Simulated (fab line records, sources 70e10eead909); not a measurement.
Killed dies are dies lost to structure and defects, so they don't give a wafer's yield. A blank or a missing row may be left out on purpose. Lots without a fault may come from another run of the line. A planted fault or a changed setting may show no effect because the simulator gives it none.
fab line records | flow nand_harc
record lots=12 wafers=36 last_day=33
route steps=1302 shown A_CONTACT@1088 A_BLC@1112 END@1302
lots that met no fault: from a run of the same line without faults
start_h: hours from the record's first day to the start of the lot's first wafer shown | wait_h: hours since the lot's step before | " the same as in the row above | L1.1+2: a row that stands for several wafers | - no value, or no start given | * or withheld: withheld | < > ~ a bound
route shown NAME@n: a module of which the file shows steps, and the number in the route of the first | usual: mean/standard deviation of fault-free wafers | same: alike in all rows | chamber/n: place in a boat | sites: the reading at each site | _std_site: their standard deviation | _edge_site: outer sites' mean less inner sites' | radius_mm: how far each site lies from the wafer's centre | mask NAME#n: copy n | behind: the tool/chamber that last shaped the wafer | hold: why the lot was held/for how many hours/how that ended | device: the transistor (n, p or np) that didn't switch | end of line: the same wafers' tests at the end of the route | a step without rows: its recipe alone | killed: dies lost to structure and defects at the first sort, not the wafer's yield | map: a wafer's dies, x killed, . not, _ none there
set.NAME: the setting as run; set.NAME@STEP: as run at that earlier step | model.NAME: the simulator's own value behind a step, which no gauge read
steps of the route over a sample of lots; a table a step, a row a wafer
services: from which hour (start_h, from the record's first day; less than 0 if before it) a tool's chamber was out of use, for how many hours, and why
## steps
# step NHARC_A_CONTACT_ETCH_136
# recipe source_w=withheld pressure_mtorr=20 bias_v=1200 time_s=311 target_depth_a=19120 ar_flow_sccm=withheld c4f8_flow_sccm=withheld o2_flow_sccm=withheld chemistry=C4F8/O2/Ar
# usual chamber_pressure_mTorr=20.000/0.018
# columns lot.wafer tool chamber start_h wait_h chamber_pressure_mTorr rf_hours_counter_h
L551.1 har_cap_etch-01 0 527.19 0.3 20.016 4
L551.6 " 1 " " 20.020 -
L551.5 " 0 " " 19.997 -
L550.2 har_cap_etch-03 1 533.07 0.2 20.006 47
L550.3 " 1 " " 19.995 -
L550.5 " 0 " " 20.005 -
L552.1 har_cap_etch-02 1 583.99 0.2 20.009 100
L552.5 " 0 " " 19.985 -
L552.6 " 1 " " 20.026 -
L556.4 har_cap_etch-03 1 590.58 0.4 19.977 -
L556.6 " 1 " " 19.997 -
L556.5 " 0 " " 19.980 -
L560.1 har_cap_etch-02 0 624.43 0.2 19.959 108
L560.4 " 1 " " 20.016 -
L560.5 " 0 " " 19.999 -
L561.2 har_cap_etch-01 0 626.13 0.2 20.005 26
L561.1 " 1 " " 20.001 26
L561.5 " 1 " " 20.019 -
L564.1 har_cap_etch-03 1 667.30 0.3 20.021 71
L564.2 " 0 " " 19.992 71
L564.3 " 1 " " 20.027 -
L566.1 har_cap_etch-01 0 708.20 0.2 20.005 40
L566.3 " 1 " " 20.004 -
L566.5 " 0 " " 19.984 -
L568.1 har_cap_etch-02 0 714.93 0.2 20.004 124
L568.3 " 0 " " 19.973 -
L568.5 " 0 " " 20.006 -
L570.1 har_cap_etch-02 1 720.20 0.2 20.015 125
L570.4 " 1 " " 19.978 -
L570.3 " 0 " " 19.992 -
L572.1 har_cap_etch-02 1 731.66 0.2 19.973 126
L572.5 " 1 " " 20.005 -
L572.6 " 0 " " 20.010 -
L571.1 har_cap_etch-03 1 733.58 0.2 20.010 84
L571.2 " 0 " " 19.984 84
L571.3 " 0 " " 19.965 -
# step NHARC_A_CONTACT_ETCH_98
# recipe target_depth_a=200 over_etch_frac=0.5 time_s=10 ion_energy_ev=250 c4f6_flow_sccm=25 o2_flow_sccm=20 ar_flow_sccm=500 rf_w=600 bias_w=500 chemistry=C4F6/O2
# usual c4f6_flow_sccm=25.00/0.074 chamber_pressure_mTorr=29.999/0.028 drypump_motor_current_A=5.5/0.45 o2_flow_sccm=20.00/0.062 oes_product_au=0.958/0.022 rf_vpp_V=547/4.2 showerhead_plenum_p_Torr=3.91/0.19 throttle_valve_pct=26.902/0.0084
# columns lot.wafer tool chamber start_h wait_h c4f6_flow_sccm chamber_pressure_mTorr drypump_motor_current_A o2_flow_sccm oes_product_au rf_hours_counter_h rf_vpp_V showerhead_plenum_p_Torr throttle_valve_pct
L551.1 rie_diel-02 1 529.10 0.2 24.96 30.023 6.0 20.13 0.951 45 542 3.70 26.908
L551.5 " 3 " " 25.00 29.977 6.0 20.07 0.966 - 542 3.73 26.911
L551.6 " 1 " " 25.07 29.973 6.0 20.03 0.945 - 543 3.70 26.919
L550.3 rie_diel-03 1 - - 25.04 30.071 5.0 20.06 0.936 12 548 3.95 26.890
L550.2 " 2 " " 24.92 30.021 5.4 19.97 0.945 11 541 3.65 26.909
L550.5 " 1 " " 25.04 30.037 5.0 20.09 0.938 - 547 3.95 26.899
L552.1 rie_diel-02 0 - - 25.00 29.963 5.6 19.96 0.990 1 553 4.23 26.891
L552.5 " 2 " " 25.17 29.982 4.8 20.08 0.980 - 546 3.81 26.910
L552.6 " 3 " " 25.05 29.972 6.0 19.95 1.000 - 543 3.72 26.896
L556.4 rie_diel-09 1 - - 24.94 29.959 5.6 19.93 0.920 30 550 4.05 26.898
L556.5 " 1 " " 24.94 30.042 5.6 19.92 0.935 - 550 4.05 26.907
L556.6 " 2 " " 25.17 29.975 5.5 20.12 0.953 - 548 3.95 26.915
L560.4 rie_diel-03 3 - - 25.03 30.010 5.4 19.98 0.962 29 551 4.11 26.904
L560.1 " 1 " " 24.94 30.016 5.0 19.96 0.925 30 548 3.94 26.907
L560.5 " 3 " " 25.11 29.960 5.4 19.94 0.964 - 550 4.11 26.908
L561.2 rie_diel-03 2 - - 24.95 30.003 5.4 19.95 0.941 28 540 3.64 26.907
L561.1 " 1 " " 25.06 29.997 5.0 20.01 0.923 30 547 3.94 26.915
L561.5 " 3 " " 25.07 30.044 5.5 20.11 0.972 - 552 4.11 26.901
L564.2 rie_diel-09 3 - - 25.00 30.013 6.6 19.87 0.958 55 547 4.01 26.915
L564.1 " 0 " " 25.01 29.985 5.4 20.06 0.960 51 544 3.88 26.885
L564.3 " 2 " " 24.96 30.019 5.5 20.08 0.961 56 547 3.93 26.897
L566.1 rie_diel-09 3 - - 25.00 29.965 6.6 19.96 0.963 9 549 4.01 26.883
L566.3 " 2 " " 24.98 29.982 5.5 19.99 0.966 8 548 3.93 26.890
L566.5 " 0 " " 24.91 30.031 5.3 20.01 0.970 - 547 3.87 26.910
L568.1 rie_diel-03 0 - - 25.07 30.047 5.8 20.01 0.962 13 542 3.66 26.901
L568.3 " 2 " " 24.98 29.986 5.4 20.06 0.977 14 553 4.22 26.889
L568.5 " 1 " " 25.02 30.051 5.0 19.94 0.972 - 548 3.93 26.914
L570.1 rie_diel-02 1 - - 24.96 30.005 6.1 19.94 0.952 50 540 3.66 26.906
L570.4 " 3 " " 25.11 29.999 6.0 20.01 0.947 49 541 3.69 26.919
L570.3 " 0 " " 25.05 30.013 5.6 20.05 0.941 42 553 4.20 26.896
L572.1 rie_diel-03 2 - - 25.06 30.021 5.4 20.04 0.959 18 554 4.22 26.899
L572.6 " 1 " " 25.02 29.959 5.1 20.09 0.949 - 549 3.93 26.871
L572.5 " 2 " " 25.06 29.972 5.4 20.07 0.941 - 552 4.22 26.891
L571.3 rie_diel-03 0 - - 24.87 29.982 5.7 19.97 0.950 16 542 3.66 26.899
L571.2 " 2 " " 24.87 30.001 5.4 20.02 0.939 18 552 4.22 26.896
L571.1 " 3 " " 24.92 30.000 5.4 19.99 0.958 18 550 4.10 26.903
# step NHARC_A_CONTACT_CVD_19
# recipe target_thk_a=3000 temp_c=300 pressure_torr=40 wf6_flow_sccm=40 h2_flow_sccm=1600 ar_flow_sccm=1560 time_s=802 material=W
# usual heater_power_w=483/24 mfc_wf6_sccm=40.02/0.13 throttle_valve_pct=7.75/0.23
# columns lot.wafer tool chamber start_h wait_h heater_power_w mfc_wf6_sccm throttle_valve_pct
L551.1 cvd_w-02 0 - - 477 40.16 8.06
L551.5 " 1 " " 457 40.03 8.05
L551.6 " 0 " " 469 40.16 7.79
L550.2 cvd_w-01 0 - - 457 40.05 8.03
L550.3 " 1 " " 496 40.10 7.72
L550.5 " 0 " " 455 39.98 8.13
L552.1 cvd_w-01 1 - - 516 39.95 7.37
L552.5 " 1 " " 507 39.72 7.52
L552.6 " 0 " " 483 40.07 7.60
L556.4 cvd_w-02 1 - - 463 40.10 7.76
L556.5 " 0 " " 480 39.73 7.76
L556.6 " 1 " " 467 40.01 7.82
L560.1 cvd_w-01 0 - - 462 39.99 7.74
L560.4 " 1 " " 513 39.95 7.22
L560.5 " 1 " " 510 39.94 7.51
L561.1 cvd_w-01 0 - - 470 39.68 7.61
L561.2 " 1 " " 522 39.94 7.46
L561.5 " 1 " " 514 40.00 7.47
L564.2 cvd_w-01 0 - - 476 39.98 7.79
L564.1 " 1 " " 517 40.01 7.33
L564.3 " 1 " " 510 40.10 7.59
L566.1 cvd_w-01 0 - - 466 40.04 7.70
L566.3 " 1 " " 520 40.14 7.37
L566.5 " 0 " " 473 40.00 7.77
L568.1 cvd_w-01 1 - - 519 39.86 7.61
L568.3 " 0 " " 480 40.13 7.81
L568.5 " 1 " " 515 39.95 7.36
L570.1 cvd_w-02 1 - - 429 39.97 7.71
L570.3 " 0 " " 508 40.11 7.59
L570.4 " 1 " " 455 40.18 8.10
L572.1 cvd_w-02 0 - - 496 40.05 7.93
L572.6 " 1 " " 442 39.84 7.90
L572.5 " 0 " " 488 40.19 7.66
L571.2 cvd_w-02 0 - - 510 40.19 7.74
L571.1 " 1 " " 438 39.84 7.88
L571.3 " 0 " " 493 40.01 7.76
# step NHARC_A_BLC_SOFTBAKE_05
# recipe temp_c=105 time_s=55
# usual heater_power_total_W=188.46/0.14
# columns lot.wafer tool chamber start_h wait_h heater_power_total_W
L551.1 litho_track-04 0 531 - 188.34
L551.5 " 0 " " 188.37
L551.6 " 0 " " 188.46
L550.2 litho_track-06 0 537 - 188.64
L550.3 " 0 " " 188.36
L550.5 " 0 " " 188.60
L552.1 litho_track-01 0 588 - 188.48
L552.5 " 0 " " 188.32
L552.6 " 0 " " 188.37
L556.4 litho_track-04 0 595 - 188.29
L556.5 " 0 " " 188.63
L556.6 " 0 " " 188.32
L560.1 litho_track-04 0 628 - 188.43
L560.4 " 0 " " 188.53
L560.5 " 0 " " 188.31
L561.1 litho_track-06 0 630 - 188.61
L561.2 " 0 " " 188.45
L561.5 " 0 " " 188.43
L564.1 litho_track-04 0 671 - 188.34
L564.2 " 0 " " 188.39
L564.3 " 0 " " 188.70
L566.1 litho_track-06 0 712 - 188.39
L566.3 " 0 " " 188.32
L566.5 " 0 " " 188.68
L568.1 litho_track-06 0 719 - 152.56
L568.3 " 0 " " 152.55
L568.5 " 0 " " 152.48
L570.1 litho_track-06 0 724 - 152.63
L570.3 " 0 " " 152.80
L570.4 " 0 " " 152.82
L572.1 litho_track-01 0 735 - 188.48
L572.5 " 0 " " 188.48
L572.6 " 0 " " 188.38
L571.1 litho_track-06 0 737 - 152.46
L571.2 " 0 " " 152.41
L571.3 " 0 " " 152.50
# step NHARC_END_SORT_01
# recipe temp_c=25
# usual killed_at_array=59/21 killed_at_other=1.0/1.1 killed_at_periphery=4.0/2.6 killed_dies=64/21 killed_open=3.2/1.7 killed_short=2.5/1.5
# same gross_dies=677
# columns lot.wafer tool chamber start_h wait_h killed_at_array killed_at_other killed_at_periphery killed_dies killed_open killed_short
L564.2 prober-02 0 714.36 2.8 71 3 3 77 4 4
# killed by level:class
L564.2 A_SLIT:chamber_film_flake=32 A_CHANNEL_HOLE_D2:chamber_film_flake=12 A_STAIRCASE:chamber_film_flake=7 A_CHANNEL_HOLE_D1:chamber_film_flake=6 A_CONTACT:chamber_film_flake=4 A_CHANNEL_FILL_D2:geometric_particle:open=2 P_STI:chamber_film_flake=2 A_CHANNEL_FILL_D1:chamber_film_flake=2
## services
# columns tool chamber start_h hours kind
rie_diel-03 3 504.63 9.6 repair
har_cap_etch-02 - 514.05 0.4 repair
cvd_w-01 0 514.72 4.0 repair
litho_track-06 - 529.00 7.0 pm
rie_diel-02 1 529.22 12.6 repair
cvd_w-01 - 547.00 13.0 pm
litho_track-04 - 553.00 7.0 pm
rie_diel-02 - 571.09 9.0 pm
rie_diel-02 0 590.84 10.3 repair
rie_diel-02 2 600.13 4.2 repair
rie_diel-03 2 606.07 3.8 repair
rie_diel-02 0 611.89 2.5 repair
rie_diel-03 - 635.33 9.0 pm
cvd_w-02 - 649.75 13.0 pm
rie_diel-09 - 674.19 9.0 pm
cvd_w-01 1 678.39 12.5 repair
rie_diel-02 0 688.10 9.9 repair
rie_diel-09 3 691.61 5.4 repair
cvd_w-02 1 701.61 3.7 repair
litho_track-06 - 704.00 7.0 pm
cvd_w-02 - 720.05 1.3 repair
rie_diel-03 1 722.97 7.2 repair
cvd_w-01 - 728.00 13.0 pm
litho_track-04 - 728.00 7.0 pm
## key
first_sign step=NHARC_A_BLC_SOFTBAKE_05 reading=heater_power_total_W direction=down sigmas=99+ usual=* struck=*
effect none on later readings
met_at NHARC_A_BLC_SOFTBAKE_05
struck_lots L568,L570,L571
tester_left_out L568,L570,L571
not_acting_at NHARC_A_CONTACT_ETCH_136,NHARC_A_CONTACT_ETCH_98,NHARC_A_CONTACT_CVD_19
onset_between 712 719
fault kind=process_parameter_drift tool=litho_track-06 chamber=- onset_h=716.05 steps=NHARC_A_BLC_SOFTBAKE_05 channel=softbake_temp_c offset=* shape=step end_h=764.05 acts_in=* stated=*
# tester_left_out: of these lots the tester's yield and bins aren't shown, on N5 and GAA mostly nor the transistor test; their killed dies are dies lost to structure and defects alone, not to doping, threshold or leakage, so they don't give the yield
